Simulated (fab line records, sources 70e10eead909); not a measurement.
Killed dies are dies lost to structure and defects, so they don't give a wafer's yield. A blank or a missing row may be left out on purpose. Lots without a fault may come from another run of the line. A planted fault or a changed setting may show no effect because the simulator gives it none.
Chamber matching | flow nand_harc | NHARC_P_M1_STRIP_18 on rie_diel-12: 4 sister chambers
The step strips in N2/H2. 4 wafers are shown with their chamber, then 8 later ones without.

WAFERS WITH THEIR CHAMBER
wafer  | chamber | oes_product_au (a.u.)
L079.5 | 3       | 1.004
L081.3 | 0       | 1.000
L081.4 | 1       | 0.997
L084.1 | 2       | 0.995

WAFERS WITHOUT THEIR CHAMBER
wafer  | oes_product_au (a.u.)
L084.3 | 1.009
L084.5 | 0.999
L087.4 | 1.007
L087.5 | 0.998
L087.6 | 1.006
L096.2 | 0.996
L096.5 | 1.012
L096.6 | 0.989

WHICH CHAMBER EACH WENT THROUGH
wafer  | from the rows above               | in truth
L084.3 | can't be placed: 3 or 0 or 1      | 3
L084.5 | can't be placed: 0 or 1 or 2 or 3 | 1
L087.4 | can't be placed: 3 or 0 or 1      | 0
L087.5 | can't be placed: 1 or 0 or 2 or 3 | 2
L087.6 | can't be placed: 3 or 0 or 1      | 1
L096.2 | can't be placed: 1 or 2 or 0 or 3 | 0
L096.5 | can't be placed: 3 or 0 or 1      | 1
L096.6 | can't be placed: 2 or 1 or 0      | 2
Placed correctly: 0 of 8. Can't be placed from these rows: 8 (the true chamber is among the candidates in 8). Placed wrongly: 0.
How it was worked out, from the rows above alone: a wafer's distance from a chamber is the root of the sum, over the readings, of the square of ((its reading less the chamber's mean) divided by the reading's scatter). The wafer belongs to the nearest chamber; if the next one is less than 2 further off, it can't be placed. A chamber's mean is the mean of its shown wafers. The scatter: with one shown wafer a chamber, the root of the mean of the squares of how far each hidden wafer lies from its nearest shown one.
